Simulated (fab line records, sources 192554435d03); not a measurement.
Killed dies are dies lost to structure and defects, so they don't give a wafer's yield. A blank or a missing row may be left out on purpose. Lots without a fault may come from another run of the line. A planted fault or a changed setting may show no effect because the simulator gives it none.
fab line records | flow n5_finfet
record lots=6 wafers=18 last_day=18
route steps=1938 shown PMOS_HMC_CHANNEL_EPI@62
lots that met no fault: from a run of the same line without faults
start_h: hours from the record's first day to the start of the lot's first wafer shown | wait_h: hours since the lot's step before | " the same as in the row above | L1.1+2: a row that stands for several wafers | - no value, or no start given | * or withheld: withheld | < > ~ a bound
route shown NAME@n: a module of which the file shows steps, and the number in the route of the first | usual: mean/standard deviation of fault-free wafers | same: alike in all rows | chamber/n: place in a boat | sites: the reading at each site | _std_site: their standard deviation | _edge_site: outer sites' mean less inner sites' | radius_mm: how far each site lies from the wafer's centre | mask NAME#n: copy n | behind: the tool/chamber that last shaped the wafer | hold: why the lot was held/for how many hours/how that ended | device: the transistor (n, p or np) that didn't switch | end of line: the same wafers' tests at the end of the route | a step without rows: its recipe alone | killed: dies lost to structure and defects at the first sort, not the wafer's yield | map: a wafer's dies, x killed, . not, _ none there
set.NAME: the setting as run; set.NAME@STEP: as run at that earlier step | model.NAME: the simulator's own value behind a step, which no gauge read
lots at some steps of the route; a table a step, a row a wafer
services: from which hour (start_h, from the record's first day; less than 0 if before it) a tool's chamber was out of use, for how many hours, and why
## steps
# step N5_PMOS_HMC_CHANNEL_EPI_EXPOSE_06
# recipe mask_id=PMOS_HMC_BLK na=1.35 source_shape=conventional sigma_outer=0.8 polarization=unpolarized target_cd_nm=240 dose_mj=41
# step N5_PMOS_HMC_CHANNEL_EPI_PEB_07
# recipe peb_temp_c=110 peb_time_s=60 resist=CAR-ArF-block
# step N5_PMOS_HMC_CHANNEL_EPI_DEVELOP_08
# recipe develop_time_s=30 developer=TMAH resist=CAR-ArF-block dev_temp_c=23 rinse_liquid=diw dry=air_spin
# step N5_PMOS_HMC_CHANNEL_EPI_CD_MEAS_09
# recipe target_cd_nm=237.4 landing_energy_ev=500 detector=se_inlens
# usual cd_nm=237.4/1
# columns lot.wafer tool chamber start_h wait_h cd_nm
L962.3 cd_sem-03 0 29.55 - 236.6
L962.4 " 0 " " 237.5
L962.6 " 0 " " 237.2
L967.1 cd_sem-01 0 59.46 - 237.2
L967.3 " 0 " " 237.8
L967.4 " 0 " " 236.2
L968.3 cd_sem-01 0 66.21 - 236.2
L968.4 " 0 " " 235.7
L968.6 " 0 " " 236.0
L974.2 cd_sem-02 0 101.21 - 237.5
L974.4 " 0 " " 236.7
L974.6 " 0 " " 237.3
L975.2 cd_sem-03 0 107.29 - 238.6
L975.3 " 0 " " 239.4
L975.4 " 0 " " 239.8
L980.2 cd_sem-02 0 137.90 - 237.2
L980.3 " 0 " " 236.0
L980.6 " 0 " " 238.5
# step N5_PMOS_HMC_CHANNEL_EPI_OVL_MEAS_10
# recipe points_per_wafer=44
# usual PMOS_HMC_BLK_OVL=0.3/0.94
# columns lot.wafer tool chamber start_h wait_h PMOS_HMC_BLK_OVL[nm]
L962.3 overlay-02 0 29.58 0.0 1.4
L962.4 " 0 " " 1.0
L962.6 " 0 " " 0.1
L967.1 overlay-02 0 59.49 0.0 2.0
L967.3 " 0 " " 0.7
L967.4 " 0 " " 0.6
L968.3 overlay-02 0 66.23 0.0 0.9
L968.4 " 0 " " 1.9
L968.6 " 0 " " 1.3
L974.2 overlay-02 0 101.24 0.0 -0.1
L974.4 " 0 " " -0.8
L974.6 " 0 " " -1.4
L975.2 overlay-01 0 107.32 0.0 1.5
L975.3 " 0 " " 2.2
L975.4 " 0 " " 0.8
L980.2 overlay-02 0 137.93 0.0 0.7
L980.3 " 0 " " 0.5
L980.6 " 0 " " -0.1
# step N5_PMOS_HMC_CHANNEL_EPI_INSPECT_11
# recipe mode=adi inspect_instrument=macro
# usual raw_defect_count=2.0/1.4
# columns lot.wafer tool chamber start_h wait_h raw_defect_count
L962.3 defect_inspect-01 - 29.60 0.0 2
L962.4 " - " " 0
L962.6 " - " " 3
L967.1 defect_inspect-02 - 59.51 0.0 3
L967.3 " - " " 2
L967.4 " - " " 2
L968.3 defect_inspect-02 - 66.26 0.0 1
L968.4 " - " " 1
L968.6 " - " " 1
L974.2 defect_inspect-01 - 101.27 0.0 0
L974.4 " - " " 6
L974.6 " - " " 3
L975.2 defect_inspect-02 - 107.34 0.0 3
L975.3 " - " " 3
L975.4 " - " " 2
L980.2 defect_inspect-02 - 137.96 0.0 3
L980.3 " - " " 0
L980.6 " - " " 2
# step N5_PMOS_HMC_CHANNEL_EPI_DESCUM_14
# recipe chemistry=O2 time_s=7.9 source_power_w=50 bias_power_w=20 pressure_mtorr=20 rf_frequency_hz=2.712e+07 temp_c=40 resist=CAR-ArF-block o2_flow_sccm=225
# step N5_PMOS_HMC_CHANNEL_EPI_ETCH_32
# recipe chemistry=N2/H2 target=BARC stop_on=SiO2 target_depth_a=858 over_etch_frac=0.3 time_s=50.3 ion_energy_ev=200 mask_material=CAR-ArF-block pressure_mtorr=30 source_w=840 bias_w=150 n2_flow_sccm=200 h2_flow_sccm=200
# usual drypump_motor_current_A=5.5/0.51 oes_product_au=0.66/0.049 rf_vpp_V=524.8/1.7 showerhead_plenum_p_Torr=2.58/0.059 throttle_valve_pct=17.91/0.19
# columns lot.wafer tool chamber start_h wait_h drypump_motor_current_A oes_product_au rf_hours_counter_h rf_vpp_V showerhead_plenum_p_Torr throttle_valve_pct
L962.3 rie_diel-02 1 29.67 0.0 5.7 0.70 97 523.5 2.57 17.88
L962.4 " 3 " " 5.0 0.67 121 527.2 2.68 17.75
L962.6 " 3 " " 5.0 0.68 - 527.7 2.68 17.77
L967.1 rie_diel-06 0 59.58 0.0 4.9 0.62 196 523.2 2.53 17.65
L967.3 " 1 " " 5.6 0.66 138 526.7 2.65 18.00
L967.4 " 2 " " 5.8 0.66 125 524.8 2.55 18.14
L968.3 rie_diel-04 2 66.33 0.0 5.0 0.78 36 522.1 2.47 17.85
L968.4 " 3 " " 5.3 0.75 22 525.2 2.60 17.72
L968.6 " 0 " " 5.1 0.71 - 525.9 2.57 17.70
L974.2 rie_diel-02 2 101.51 0.0 6.3 0.60 242 524.7 2.61 18.08
L974.4 " 3 " " 5.0 0.67 145 527.3 2.67 17.80
L974.6 " 3 " " 5.0 0.66 - 526.9 2.67 17.80
L975.2 rie_diel-06 3 107.41 0.0 6.3 0.59 241 522.0 2.52 18.20
L975.3 " 0 " " 4.9 0.61 209 522.8 2.53 17.68
L975.4 " 1 " " 5.5 0.66 152 527.6 2.64 18.05
L980.2 rie_diel-06 1 138.29 0.0 5.5 0.65 161 525.2 2.64 18.06
L980.3 " 0 " " 4.9 0.60 - 523.4 2.52 17.69
L980.6 " 0 " " 4.9 0.60 - 521.4 2.52 17.68
# step N5_PMOS_HMC_CHANNEL_EPI_HM_OPEN_15
# recipe chemistry=CHF3/O2 target=SiO2 mask_material=CAR-ArF-block target_depth_a=406 CHF3_flow_sccm=50 O2_flow_sccm=5 Ar_flow_sccm=200 time_s=20.3 pressure_mtorr=30 source_w=650 bias_w=170 ion_energy_ev=200
# usual CHF3_flow_sccm=50.01/0.14 drypump_motor_current_A=5.5/0.51 mfc_ar_sccm=200.0/0.56 oes_product_au=0.77/0.062 rf_vpp_V=523/7.7 showerhead_plenum_p_Torr=2.45/0.055 throttle_valve_pct=18.91/0.17
# columns lot.wafer tool chamber start_h wait_h CHF3_flow_sccm drypump_motor_current_A mfc_ar_sccm oes_product_au rf_hours_counter_h rf_vpp_V showerhead_plenum_p_Torr throttle_valve_pct
L962.3 rie_diel-02 1 29.71 0.0 49.98 5.7 199.7 0.83 97 519 2.41 18.68
L962.4 " 3 " " 50.06 4.9 199.7 0.78 121 529 2.53 18.69
L962.6 " 3 " " 50.20 4.9 200.1 0.79 - 529 2.53 18.72
L967.1 rie_diel-06 0 59.62 0.0 49.99 4.9 200.0 0.71 196 516 2.40 18.68
L967.3 " 1 " " 50.08 5.5 199.6 0.78 138 519 2.51 19.06
L967.4 " 2 " " 50.08 5.8 200.6 0.78 125 530 2.41 19.05
L968.3 rie_diel-04 2 66.37 0.0 50.05 5.0 199.9 0.92 36 546 2.37 19.01
L968.4 " 3 " " 50.41 5.3 200.0 0.89 22 514 2.47 18.83
L968.6 " 0 " " 50.21 5.1 199.6 0.84 - 518 2.45 18.82
L974.2 rie_diel-02 2 101.55 0.0 49.98 6.4 200.3 0.69 242 529 2.49 19.23
L974.4 " 3 " " 49.86 5.0 201.3 0.76 145 528 2.52 18.75
L974.6 " 3 " " 49.85 5.0 200.4 0.77 - 530 2.52 18.75
L975.2 rie_diel-06 3 107.45 0.0 49.91 6.3 199.7 0.69 241 520 2.38 19.08
L975.3 " 0 " " 50.43 4.9 200.5 0.71 209 516 2.40 18.70
L975.4 " 1 " " 50.03 5.5 200.6 0.78 152 519 2.51 19.09
L980.2 rie_diel-06 1 138.36 0.0 49.91 5.5 201.3 0.77 161 522 2.51 19.09
L980.3 " 0 " " 50.22 4.9 199.7 0.69 - 517 2.39 18.70
L980.6 " 0 " " 50.07 4.9 199.4 0.70 - 516 2.40 18.71
# step N5_PMOS_HMC_CHANNEL_EPI_STRIP_33
# recipe chemistry=N2/H2 power_w=500 temp_c=40 pressure_mtorr=50 rf_frequency_hz=6e+07 overash_fraction=0.3 bias_power_w=8 h2_frac=0.5 n2_flow_sccm=300 h2_flow_sccm=300
# usual drypump_motor_current_A=5.5/0.51 oes_product_au=0.77/0.059 rf_vpp_V=54.2/1.5 showerhead_plenum_p_Torr=3.41/0.075 throttle_valve_pct=19.0/0.34
# same overash_fraction=0.3
# columns lot.wafer tool chamber start_h wait_h drypump_motor_current_A oes_product_au rf_hours_counter_h rf_vpp_V showerhead_plenum_p_Torr throttle_valve_pct
L962.3 rie_diel-02 1 29.77 0.0 5.7 0.81 97 54.0 3.40 19.1
L962.4 " 3 " " 5.0 0.78 121 54.3 3.54 18.9
L962.6 " 3 " " 5.0 0.79 - 55.5 3.54 18.9
L967.1 rie_diel-06 0 59.68 0.0 4.9 0.72 196 54.9 3.35 18.6
L967.3 " 1 " " 5.5 0.78 138 55.5 3.50 19.1
L967.4 " 2 " " 5.8 0.78 125 55.7 3.37 19.4
L968.3 rie_diel-04 2 66.42 0.0 5.0 0.90 36 60.0 3.27 19.0
L968.4 " 3 " " 5.3 0.89 22 53.8 3.43 18.8
L968.6 " 0 " " 5.2 0.84 - 52.7 3.40 18.6
L974.2 rie_diel-02 2 101.61 0.0 6.4 0.70 242 54.7 3.44 19.1
L974.4 " 3 " " 5.0 0.77 145 56.2 3.52 18.9
L974.6 " 3 " " 5.0 0.77 - 54.4 3.53 18.9
L975.2 rie_diel-06 3 107.51 0.0 6.3 0.69 241 53.4 3.33 19.5
L975.3 " 0 " " 4.9 0.70 209 55.3 3.34 18.6
L975.4 " 1 " " 5.5 0.77 152 55.9 3.49 19.1
L980.2 rie_diel-06 1 138.44 0.1 5.5 0.76 161 55.5 3.48 19.1
L980.3 " 0 " " 4.9 0.70 - 55.2 3.33 18.6
L980.6 " 0 " " 4.9 0.70 - 54.7 3.34 18.6
# step N5_PMOS_HMC_CHANNEL_EPI_STRIP_17
# recipe chemistry=SPM time_s=750 temp_c=130 h2so4_h2o2_vol_ratio=4 dry=ipa_marangoni
# step N5_PMOS_HMC_CHANNEL_EPI_ETCH_38
# recipe chemistry=CF4 target=SiO2 target_depth_a=15 ion_energy_ev=350 pressure_mtorr=10 icp_w=800 bias_w=400 cf4_flow_sccm=80
# usual drypump_motor_current_A=5.7/0.47 oes_product_au=1.000/0.018 throttle_valve_pct=21.72/0.16
# columns lot.wafer tool chamber start_h wait_h drypump_motor_current_A oes_product_au rf_hours_counter_h throttle_valve_pct
L962.3 rie_si-04 2 30.08 0.0 5.9 1.002 112 21.49
L962.4 " 0 " " 5.2 1.012 171 21.61
L962.6 " 1 " " 5.9 0.990 - 21.78
L967.1 rie_si-04 3 59.98 0.0 5.6 0.977 182 21.94
L967.3 " 1 " " 5.9 0.983 160 21.77
L967.4 " 2 " " 5.9 0.995 112 21.51
L968.3 rie_si-04 3 66.94 0.0 5.6 0.979 182 21.94
L968.4 " 0 " " 5.3 1.011 172 21.63
L968.6 " 2 " " 5.9 0.994 - 21.50
L974.2 rie_si-03 0 101.91 0.0 6.0 0.968 2 21.83
L974.4 " 2 " " 4.7 1.023 106 21.71
L974.6 " 2 " " 4.7 1.024 - 21.71
L975.2 rie_si-03 3 107.81 0.0 5.7 1.028 27 21.51
L975.3 " 1 " " 6.0 1.007 146 21.76
L975.4 " 2 " " 4.7 1.014 106 21.71
L980.2 rie_si-02 1 138.77 0.0 6.2 1.002 82 21.78
L980.3 " 0 " " 6.5 1.006 5 21.48
L980.6 " 1 " " 6.2 0.997 - 21.79
# step N5_PMOS_HMC_CHANNEL_EPI_FIN_RECESS_16
# recipe chemistry=HBr/Cl2 target=Si mask_material=SiO2 target_depth_a=540 time_s=18 pressure_mtorr=10 icp_w=800 bias_w=75 HBr_flow_sccm=150 Cl2_flow_sccm=80
# usual drypump_motor_current_A=5.7/0.47 oes_product_au=0.998/0.015 throttle_valve_pct=35.42/0.23
# columns lot.wafer tool chamber start_h wait_h drypump_motor_current_A oes_product_au rf_hours_counter_h throttle_valve_pct model.etch.depth_nm model.PMOS_HMC_CHANNEL_EPI.feature_depth_nm model.SiO2_of_PMOS_HMC_CHANNEL_EPI_HM_DEP_34.thk_nm
L962.3 rie_si-04 2 30.10 0.0 5.8 0.981 112 35.18 54.68 54.68 30.02
L962.4 " 0 " " 5.3 1.006 171 35.52 54.08 54.08 32.06
L962.6 " 1 " " 5.9 0.981 - 35.35 53.97 53.97 30.49
L967.1 rie_si-04 3 60.00 0.0 5.7 0.992 182 35.40 54.27 54.27 29.95
L967.3 " 1 " " 5.9 0.870 160 35.56 42.84 42.84 31.07
L967.4 " 2 " " 5.8 0.867 112 35.36 43.84 43.84 31.64
L968.3 rie_si-04 3 66.96 0.0 5.6 0.863 182 35.58 42.51 42.51 30.87
L968.4 " 0 " " 5.3 0.884 172 35.70 42.92 42.92 31.53
L968.6 " 2 " " 5.9 0.864 - 35.36 44.04 44.04 31.33
L974.2 rie_si-03 0 101.93 0.0 6.0 0.978 2 35.44 54.45 54.45 30.16
L974.4 " 2 " " 4.7 1.015 106 35.41 55.34 55.34 30.47
L974.6 " 2 " " 4.7 1.016 - 35.41 55.46 55.46 30.38
L975.2 rie_si-03 3 107.83 0.0 5.7 1.017 27 35.22 54.74 54.74 30.22
L975.3 " 1 " " 6.0 0.987 146 35.69 52.05 52.05 30.28
L975.4 " 2 " " 4.7 1.012 106 35.42 54.81 54.81 30.4
L980.2 rie_si-02 1 138.79 0.0 6.2 1.005 82 35.51 53.48 53.48 30.2
L980.3 " 0 " " 6.5 0.994 5 34.92 53.71 53.71 29.83
L980.6 " 1 " " 6.2 1.004 - 35.50 53.52 53.52 30.8
# step N5_PMOS_HMC_CHANNEL_EPI_PRECLEAN_36
# recipe chemistry=O3/DIW time_s=45 temp_c=22 o3_ppm=10
# step N5_PMOS_HMC_CHANNEL_EPI_PRECLEAN_18
# recipe chemistry=DHF time_s=30 temp_c=25 dilution=withheld
# columns lot.wafer tool chamber start_h wait_h model.SiO2_of_PMOS_HMC_CHANNEL_EPI_HM_DEP_34.thk_nm
L962.3 wet_bench-02 3 30.21 0.0 24.45
L962.4 " 1 " " 26.5
L962.6 " 0 " " 24.9
L967.1 wet_bench-02 5 60.11 0.0 24.4
L967.3 " 4 " " 25.53
L967.4 " 3 " " 26.11
L968.3 wet_bench-03 2 67.07 0.0 25.37
L968.4 " 7 " " 26.05
L968.6 " 6 " " 25.82
L974.2 wet_bench-02 3 102.05 0.0 24.55
L974.4 " 4 " " 24.86
L974.6 " 2 " " 24.77
L975.2 wet_bench-05 1 107.94 0.0 24.69
L975.3 " 6 " " 24.76
L975.4 " 0 " " 24.89
L980.2 wet_bench-03 3 138.91 0.0 24.6
L980.3 " 4 " " 24.22
L980.6 " 2 " " 25.19
# step N5_PMOS_HMC_CHANNEL_EPI_SRD_19
# recipe dry=ipa_marangoni do_ppb=5 time_s=30 temp_c=23 rinse_liquid=diw
# step N5_PMOS_HMC_CHANNEL_EPI_EPI_20
# recipe material=SiGe30 mask_material=SiO2 pressure_torr=20 target_thk_a=590 temp_c=600
# step N5_PMOS_HMC_CHANNEL_EPI_HM_STRIP_35
# recipe chemistry=dHF temp_c=25 material=SiO2 target=SiO2 target_depth_a=396 time_s=216
# step N5_PMOS_HMC_CHANNEL_EPI_SRD_39
# recipe dry=ipa_marangoni time_s=30 temp_c=23 rinse_liquid=diw
# step N5_PMOS_HMC_CHANNEL_EPI_CMP_21
# recipe material=SiGe30 post_cmp_clean=alkaline_brush target_thk_nm=54
# usual edge_zone_pressure_frac=1.000/0.005 motor_current_A=12.1/1.4
# columns lot.wafer tool chamber start_h wait_h edge_zone_pressure_frac motor_current_A
L962.3 cmp-02 3 31.60 0.0 0.996 14.2
L962.4 " 2 " " 1.001 11.7
L962.6 " 3 " " 0.993 13.4
L967.3 cmp-03 1 61.52 0.0 0.998 9.9
L967.1 " 3 " " 1.004 14.3
L967.4 " 0 " " 0.999 10.5
L968.4 cmp-01 0 68.46 0.0 1.008 13.1
L968.3 " 2 " " 1.000 13.2
L968.6 " 1 " " 1.001 11.7
L974.4 cmp-03 3 103.48 0.1 0.994 14.5
L974.2 " 0 " " 1.008 10.3
L974.6 " 2 " " 1.003 11.7
L975.2 cmp-01 2 109.34 0.0 0.986 13.6
L975.3 " 3 " " 0.995 12.7
L975.4 " 0 " " 0.996 13.1
L980.2 cmp-03 2 140.34 0.1 1.000 11.0
L980.3 " 3 " " 1.003 13.5
L980.6 " 2 " " 0.994 11.4
# step N5_PMOS_HMC_CHANNEL_EPI_THK_MEAS_22
# recipe reads=SiGe30_of_PMOS_HMC_CHANNEL_EPI_EPI_20
# usual HMC_CMP_THK=54.0/0.97
# columns lot.wafer tool chamber start_h wait_h HMC_CMP_THK[nm]
L962.3 film_metro-02 - 31.90 - 54.6
L962.4 " - " " 54.0
L962.6 " - " " 53.8
L967.1 film_metro-01 - 61.82 - 54.3
L967.3 " - " " 42.9
L967.4 " - " " 43.9
L968.3 film_metro-01 - 68.76 - 42.4
L968.4 " - " " 42.9
L968.6 " - " " 43.8
L974.2 film_metro-02 - 103.73 - 54.5
L974.4 " - " " 55.5
L974.6 " - " " 55.5
L975.2 film_metro-01 - 109.64 - 54.7
L975.3 " - " " 52.0
L975.4 " - " " 54.7
L980.2 film_metro-02 - 140.59 - 53.5
L980.3 " - " " 53.7
L980.6 " - " " 53.5
# step N5_PMOS_HMC_CHANNEL_EPI_PRECLEAN_40
# recipe chemistry=DHF time_s=30 temp_c=25 dilution=withheld
## services
# columns tool chamber start_h hours kind
rie_si-04 3 8.81 11.5 repair
rie_diel-06 2 11.06 20.0 repair
cmp-01 - 26.32 4.0 pm
rie_diel-06 0 26.47 6.5 repair
cmp-01 - 30.32 - consumable_replace:conditioner
cmp-01 - 30.32 - consumable_replace:pad
cmp-03 - 34.27 0.5 repair
cmp-02 - 41.98 0.8 repair
cmp-02 - 52.52 0.4 repair
cmp-01 - 62.56 5.0 pm
cmp-02 - 73.72 6.8 pm
rie_diel-04 2 77.28 6.0 repair
cmp-03 - 82.32 1.6 repair
wet_bench-02 - 116.69 1.9 pm
rie_diel-02 2 131.19 - clean
rie_diel-02 2 131.19 - consumable_replace:focus_ring
rie_diel-02 2 131.19 24.2 scheduled_down
rie_diel-02 2 131.19 24.2 vent_cycle
rie_diel-04 3 133.61 22.5 repair
rie_diel-06 2 136.40 2.6 repair
rie_diel-06 3 139.23 - clean
rie_diel-06 3 139.23 - consumable_replace:focus_ring
rie_diel-06 3 139.23 27.9 scheduled_down
rie_diel-06 3 139.23 27.9 vent_cycle
## key
first_sign step=N5_PMOS_HMC_CHANNEL_EPI_FIN_RECESS_16 reading=oes_product_au direction=down sigmas=8.8 usual=0.998 struck=0.870
effect step=N5_PMOS_HMC_CHANNEL_EPI_THK_MEAS_22 reading=HMC_CMP_THK direction=down sigmas=11 usual=54.0 struck=43.2
model_effect step=N5_PMOS_HMC_CHANNEL_EPI_FIN_RECESS_16 value=etch.depth_nm without=54.12 struck=43.23
model_effect step=N5_PMOS_HMC_CHANNEL_EPI_PRECLEAN_18 value=SiO2_of_PMOS_HMC_CHANNEL_EPI_HM_DEP_34.thk_nm without=24.95 struck=25.78
met_at N5_PMOS_HMC_CHANNEL_EPI_FIN_RECESS_16
struck_wafers L967.3,L967.4,L968.3,L968.4,L968.6
tester_left_out L967,L968
onset_between 30.10 60.00
fault kind=process_parameter_drift tool=rie_si-04 chamber=- onset_h=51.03 steps=N5_PMOS_HMC_CHANNEL_EPI_FIN_RECESS_16 channel=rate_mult offset=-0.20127 shape=step end_h=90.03 scope=struck_wafers_only
# tester_left_out: of these lots the tester's yield and bins aren't shown, on N5 and GAA mostly nor the transistor test; their killed dies are dies lost to structure and defects alone, not to doping, threshold or leakage, so they don't give the yield
